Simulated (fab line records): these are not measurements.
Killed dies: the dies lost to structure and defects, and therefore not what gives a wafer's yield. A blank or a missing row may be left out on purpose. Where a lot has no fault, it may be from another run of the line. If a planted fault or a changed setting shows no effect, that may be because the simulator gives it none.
2 desks, one fault :: flow nand-harc :: what lay behind the numbers comes last; until then each desk has only its own

== THE DEFECT DESK ==
Inspection counts along the route, by lot: the mean over sampled wafers that carry a number. The brackets show how far a lot's mean lies from the usual mean; more than 4 standard deviations puts the lot out of limits, marked OUT.
Columns: A = raw-defect-count at NHARC_A_CONTACT_INSPECT_23, usual 498
lot: L450
first seen here: day 22 22:38
A: 503

lot: L451
first seen here: day 22 23:04
A: 842

lot: L455
first seen here: day 25 01:56
A: 370

lot: L456
first seen here: day 25 03:33
A: 405

lot: L458
first seen here: day 26 04:56
A: 619

lot: L464
first seen here: day 29 16:17
A: 419

lot: L468
first seen here: day 30 04:53
A: 557

lot: L467
first seen here: day 30 06:28
A: 437

lot: L466
first seen here: day 30 11:31
A: 487

lot: L469
first seen here: day 31 02:02
A: 394

lot: L470
first seen here: day 31 05:53
A: 619

lot: L472
first seen here: day 32 01:34
A: 703

lot: L471
first seen here: day 32 03:14
A: 479
Result from this desk: across the 13 lots, nothing is out of limits.

== TOOL OWNER'S DESK, litho-track-06 ==
The tool's own readings at NHARC_A_BLC_SOFTBAKE_05 (time 55 s): means of the sampled wafers that have a number, for each lot that ran on this tool. The brackets show how far a lot's mean lies from the usual mean; more than 4 standard deviations puts the lot out of limits, marked OUT.
Columns: A = chill-plate-temp-C at NHARC_A_BLC_SOFTBAKE_05, usual 23.02 C; B = heater-power-total-W at NHARC_A_BLC_SOFTBAKE_05, usual 188.46 W
lot: L450
first seen here: day 22 22:00
A: 22.94
B: 188.54

lot: L455
first seen here: day 25 02:00
A: 22.93
B: 176.79 (-83) OUT

lot: L456
first seen here: day 25 03:00
A: 23.10
B: 176.79 (-83) OUT

lot: L458
first seen here: day 26 05:00
A: 22.99
B: 176.76 (-84) OUT

lot: L469
first seen here: day 31 02:00
A: 22.99
B: 188.53

lot: L470
first seen here: day 31 05:00
A: 22.96
B: 188.49

lot: L471
first seen here: day 32 03:00
A: 23.01
B: 188.35
Finding of this desk: L455, L456, L458 out of limits; the first was L455 at day 25 02:00, on heater-power-total-W at NHARC_A_BLC_SOFTBAKE_05. L450, L469, L470, L471 stayed within limits.

== ALL TOGETHER ==
An alarm could have come from the tool owner's desk at day 25 02:00, on L455, L456, L458.
Nothing out of limits was seen by the defect desk.
The defect desk has L455, L456, L458 on record, within its limits.
The lots listed all ran NHARC_A_BLC_SOFTBAKE_05 on litho-track-06.

== WHAT HAD BEEN PUT IN BY THE SIMULATOR ==
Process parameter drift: litho-track-06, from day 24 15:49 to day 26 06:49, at NHARC_A_BLC_SOFTBAKE_05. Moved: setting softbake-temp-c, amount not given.
Lots struck among those shown: L455, L456, L458.
How many hours passed from the start of the fault until each desk's first out-of-limits reading: the tool owner's desk, 10.
